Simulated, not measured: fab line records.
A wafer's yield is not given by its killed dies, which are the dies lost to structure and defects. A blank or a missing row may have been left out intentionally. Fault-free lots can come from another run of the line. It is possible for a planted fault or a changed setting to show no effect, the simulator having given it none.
Split-lot trial :: flow n5Finfet :: on a route of 1938 steps: 7 lots, 39 wafers read

THE SPLIT
At N5_BEOL_M0_SAQP_ETCH_106 (etches SOC in N2/H2, stops on SiNx, target depth 150 nm), the setting targetDepthA was moved away from the recipe's 1500 angstrom on 18 of the 39 wafers read, by -48.1% to +57.5%. For the rest of the wafers, this setting stayed at what the recipe calls for.

The split's own step is where the reading is taken.

THE READING
SOC_of_BEOL_M0_SAQP_COAT_105.thkNm (the simulator's own value, which no gauge read), in nm, at N5_BEOL_M0_SAQP_ETCH_106 (etches SOC in N2/H2, stops on SiNx, target depth 150 nm). There is no usual value for it anywhere in the file. Across the 21 wafers here that went through the recipe, the average is 24.2 nm and the standard deviation 1 nm.

wafer: L082.1
tool, chamber at the split: rieDiel-03, 3
targetDepthA as run, angstrom: 903.2
against the recipe: -39.8%
SOC_of_BEOL_M0_SAQP_COAT_105.thkNm, nm: 53.4
against lot-mates on the recipe: +29.6

wafer: L082.2
tool, chamber at the split: rieDiel-03, 1,2
targetDepthA as run, angstrom: 903.2
against the recipe: -39.8%
SOC_of_BEOL_M0_SAQP_COAT_105.thkNm, nm: 53.8
against lot-mates on the recipe: +30.0

wafer: L082.6
tool, chamber at the split: rieDiel-03, 1,2
targetDepthA as run, angstrom: 903.2
against the recipe: -39.8%
SOC_of_BEOL_M0_SAQP_COAT_105.thkNm, nm: 53.8
against lot-mates on the recipe: +30.0

wafer: L082.3
tool, chamber at the split: rieDiel-03, 0
targetDepthA as run, angstrom: 1500
against the recipe: recipe
SOC_of_BEOL_M0_SAQP_COAT_105.thkNm, nm: 23.8
against lot-mates on the recipe: -

wafer: L082.4
tool, chamber at the split: rieDiel-03, 2
targetDepthA as run, angstrom: 1500
against the recipe: recipe
SOC_of_BEOL_M0_SAQP_COAT_105.thkNm, nm: 24.4
against lot-mates on the recipe: -

wafer: L082.5
tool, chamber at the split: rieDiel-03, 3
targetDepthA as run, angstrom: 1500
against the recipe: recipe
SOC_of_BEOL_M0_SAQP_COAT_105.thkNm, nm: 23.2
against lot-mates on the recipe: -

wafer: L083.1
tool, chamber at the split: rieDiel-05, 1,2,0
targetDepthA as run, angstrom: 2363
against the recipe: +57.5%
SOC_of_BEOL_M0_SAQP_COAT_105.thkNm, nm: 0
against lot-mates on the recipe: -24.3

wafer: L083.4
tool, chamber at the split: rieDiel-05, 1,2,0
targetDepthA as run, angstrom: 2363
against the recipe: +57.5%
SOC_of_BEOL_M0_SAQP_COAT_105.thkNm, nm: 0
against lot-mates on the recipe: -24.3

wafer: L083.5
tool, chamber at the split: rieDiel-05, 1,2,0
targetDepthA as run, angstrom: 2363
against the recipe: +57.5%
SOC_of_BEOL_M0_SAQP_COAT_105.thkNm, nm: 0
against lot-mates on the recipe: -24.3

wafer: L083.2
tool, chamber at the split: rieDiel-05, 0
targetDepthA as run, angstrom: 1500
against the recipe: recipe
SOC_of_BEOL_M0_SAQP_COAT_105.thkNm, nm: 23.2
against lot-mates on the recipe: -

wafer: L083.3
tool, chamber at the split: rieDiel-05, 3
targetDepthA as run, angstrom: 1500
against the recipe: recipe
SOC_of_BEOL_M0_SAQP_COAT_105.thkNm, nm: 24.2
against lot-mates on the recipe: -

wafer: L083.6
tool, chamber at the split: rieDiel-05, 1
targetDepthA as run, angstrom: 1500
against the recipe: recipe
SOC_of_BEOL_M0_SAQP_COAT_105.thkNm, nm: 25.4
against lot-mates on the recipe: -

wafer: L093.1
tool, chamber at the split: rieDiel-05, 3
targetDepthA as run, angstrom: 1500
against the recipe: recipe
SOC_of_BEOL_M0_SAQP_COAT_105.thkNm, nm: 24
against lot-mates on the recipe: -

wafer: L093.2
tool, chamber at the split: rieDiel-05, 0
targetDepthA as run, angstrom: 840.3
against the recipe: -44.0%
SOC_of_BEOL_M0_SAQP_COAT_105.thkNm, nm: 57
against lot-mates on the recipe: +33.8

wafer: L093.3
tool, chamber at the split: rieDiel-05, 2
targetDepthA as run, angstrom: 1500
against the recipe: recipe
SOC_of_BEOL_M0_SAQP_COAT_105.thkNm, nm: 22.2
against lot-mates on the recipe: -

wafer: L093.4
tool, chamber at the split: rieDiel-05, 0
targetDepthA as run, angstrom: 1500
against the recipe: recipe
SOC_of_BEOL_M0_SAQP_COAT_105.thkNm, nm: 23.4
against lot-mates on the recipe: -

wafer: L093.5
tool, chamber at the split: rieDiel-05, 3
targetDepthA as run, angstrom: 840.3
against the recipe: -44.0%
SOC_of_BEOL_M0_SAQP_COAT_105.thkNm, nm: 57.8
against lot-mates on the recipe: +34.6

wafer: L093.6
tool, chamber at the split: rieDiel-05, 2
targetDepthA as run, angstrom: 840.3
against the recipe: -44.0%
SOC_of_BEOL_M0_SAQP_COAT_105.thkNm, nm: 56.4
against lot-mates on the recipe: +33.2

wafer: L095.2
tool, chamber at the split: rieDiel-03, 2
targetDepthA as run, angstrom: 1500
against the recipe: recipe
SOC_of_BEOL_M0_SAQP_COAT_105.thkNm, nm: 24
against lot-mates on the recipe: -

wafer: L095.3
tool, chamber at the split: rieDiel-03, 0
targetDepthA as run, angstrom: 1500
against the recipe: recipe
SOC_of_BEOL_M0_SAQP_COAT_105.thkNm, nm: 25
against lot-mates on the recipe: -

wafer: L095.4
tool, chamber at the split: rieDiel-03, 1
targetDepthA as run, angstrom: 1500
against the recipe: recipe
SOC_of_BEOL_M0_SAQP_COAT_105.thkNm, nm: 24.8
against lot-mates on the recipe: -

wafer: L094.1
tool, chamber at the split: rieDiel-04, 1,3,0
targetDepthA as run, angstrom: 2129
against the recipe: +41.9%
SOC_of_BEOL_M0_SAQP_COAT_105.thkNm, nm: 0
against lot-mates on the recipe: -25.5

wafer: L094.4
tool, chamber at the split: rieDiel-04, 1,3,0
targetDepthA as run, angstrom: 2129
against the recipe: +41.9%
SOC_of_BEOL_M0_SAQP_COAT_105.thkNm, nm: 0
against lot-mates on the recipe: -25.5

wafer: L094.6
tool, chamber at the split: rieDiel-04, 1,3,0
targetDepthA as run, angstrom: 2129
against the recipe: +41.9%
SOC_of_BEOL_M0_SAQP_COAT_105.thkNm, nm: 0
against lot-mates on the recipe: -25.5

wafer: L094.2
tool, chamber at the split: rieDiel-04, 0
targetDepthA as run, angstrom: 1500
against the recipe: recipe
SOC_of_BEOL_M0_SAQP_COAT_105.thkNm, nm: 23.8
against lot-mates on the recipe: -

wafer: L094.3
tool, chamber at the split: rieDiel-04, 2
targetDepthA as run, angstrom: 1500
against the recipe: recipe
SOC_of_BEOL_M0_SAQP_COAT_105.thkNm, nm: 26.4
against lot-mates on the recipe: -

wafer: L094.5
tool, chamber at the split: rieDiel-04, 1
targetDepthA as run, angstrom: 1500
against the recipe: recipe
SOC_of_BEOL_M0_SAQP_COAT_105.thkNm, nm: 26.2
against lot-mates on the recipe: -

wafer: L096.1
tool, chamber at the split: rieDiel-03, 1,2,0
targetDepthA as run, angstrom: 1500
against the recipe: recipe
SOC_of_BEOL_M0_SAQP_COAT_105.thkNm, nm: 23.8
against lot-mates on the recipe: -

wafer: L096.3
tool, chamber at the split: rieDiel-03, 1,2,0
targetDepthA as run, angstrom: 1500
against the recipe: recipe
SOC_of_BEOL_M0_SAQP_COAT_105.thkNm, nm: 23.8
against lot-mates on the recipe: -

wafer: L096.4
tool, chamber at the split: rieDiel-03, 1,2,0
targetDepthA as run, angstrom: 1500
against the recipe: recipe
SOC_of_BEOL_M0_SAQP_COAT_105.thkNm, nm: 23.8
against lot-mates on the recipe: -

wafer: L096.2
tool, chamber at the split: rieDiel-03, 3
targetDepthA as run, angstrom: 779.2
against the recipe: -48.1%
SOC_of_BEOL_M0_SAQP_COAT_105.thkNm, nm: 59.2
against lot-mates on the recipe: +35.4

wafer: L096.5
tool, chamber at the split: rieDiel-03, 0
targetDepthA as run, angstrom: 779.2
against the recipe: -48.1%
SOC_of_BEOL_M0_SAQP_COAT_105.thkNm, nm: 60.2
against lot-mates on the recipe: +36.4

wafer: L096.6
tool, chamber at the split: rieDiel-03, 1
targetDepthA as run, angstrom: 779.2
against the recipe: -48.1%
SOC_of_BEOL_M0_SAQP_COAT_105.thkNm, nm: 60.4
against lot-mates on the recipe: +36.6

wafer: L097.1
tool, chamber at the split: rieDiel-03, 1
targetDepthA as run, angstrom: 1500
against the recipe: recipe
SOC_of_BEOL_M0_SAQP_COAT_105.thkNm, nm: 25
against lot-mates on the recipe: -

wafer: L097.2
tool, chamber at the split: rieDiel-03, 3
targetDepthA as run, angstrom: 1500
against the recipe: recipe
SOC_of_BEOL_M0_SAQP_COAT_105.thkNm, nm: 22.4
against lot-mates on the recipe: -

wafer: L097.3
tool, chamber at the split: rieDiel-03, 0,1
targetDepthA as run, angstrom: 883.3
against the recipe: -41.1%
SOC_of_BEOL_M0_SAQP_COAT_105.thkNm, nm: 55.8
against lot-mates on the recipe: +31.9

wafer: L097.6
tool, chamber at the split: rieDiel-03, 0,1
targetDepthA as run, angstrom: 883.3
against the recipe: -41.1%
SOC_of_BEOL_M0_SAQP_COAT_105.thkNm, nm: 55.8
against lot-mates on the recipe: +31.9

wafer: L097.4
tool, chamber at the split: rieDiel-03, 2
targetDepthA as run, angstrom: 1500
against the recipe: recipe
SOC_of_BEOL_M0_SAQP_COAT_105.thkNm, nm: 24.4
against lot-mates on the recipe: -

wafer: L097.5
tool, chamber at the split: rieDiel-03, 2
targetDepthA as run, angstrom: 883.3
against the recipe: -41.1%
SOC_of_BEOL_M0_SAQP_COAT_105.thkNm, nm: 55.6
against lot-mates on the recipe: +31.7
Where a row lists several chambers, the file gives one row for several wafers and doesn't say which wafer went through which chamber.

THE FIT
A straight line over all 39 wafers: SOC_of_BEOL_M0_SAQP_COAT_105.thkNm changes by -0.623 nm for each +1% of targetDepthA; r = -0.98; the points scatter about the line by 3.7 nm.
The same after taking each lot's own level away (the mean of its wafers on the recipe; 39 wafers): -0.635 nm for each +1%; r = -0.98; scatter 3.8 nm.
That fit puts the effect of the largest move of targetDepthA on the reading at 37 nm.
The lots' own levels span 23.20 to 25.47 nm, that is 2.2 times the standard deviation above.
The two slopes are in agreement: the lot-to-lot level therefore moves the slope only a little.
Check: with one of the wafers moved furthest among these (+57.5%) left out of the fit, the line predicts -35.3 nm for it against its lot-mates. It came out at -24.3 nm against them.

THE OTHER SPLITS THESE WAFERS WENT THROUGH
Before the reading, these wafers also passed through other splits. Each is held against what the fit with the lots' levels taken away leaves over:
other split on the same wafers: N5_FIN_SAQP_PECVD_47 timeS
wafers away from the commonest value: 15
r with SOC_of_BEOL_M0_SAQP_COAT_105.thkNm (lot level and that fit taken away): +0.00

other split on the same wafers: N5_STI_FIN_REVEAL_ALD_00 targetThkA
wafers away from the commonest value: 12
r with SOC_of_BEOL_M0_SAQP_COAT_105.thkNm (lot level and that fit taken away): +0.09

THE WHOLE CHAIN: every reading that the file lists as answering this split, in the file's order
step: N5_BEOL_M0_SAQP_ETCH_106
what it does: etches SOC in N2/H2, stops on SiNx, target depth 150 nm
reading: SOC_of_BEOL_M0_SAQP_COAT_105.thkNm (the simulator's own value, which no gauge read)
change (the file's fit): -0.65 nm for each +1% of the setting
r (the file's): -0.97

step: N5_BEOL_M0_SAQP_ETCH_107
what it does: etches SiNx in CH3F/O2, target depth 30 nm
reading: SOC_of_BEOL_M0_SAQP_COAT_105.thkNm (the simulator's own value, which no gauge read)
change (the file's fit): not straight: 48.93 at the lowest setting, 13.26 at the recipe, 0 at the highest
r (the file's): not given

FILE'S OWN FIT
SOC_of_BEOL_M0_SAQP_COAT_105.thkNm changes by -0.65 nm for each +1% of targetDepthA, r = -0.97.
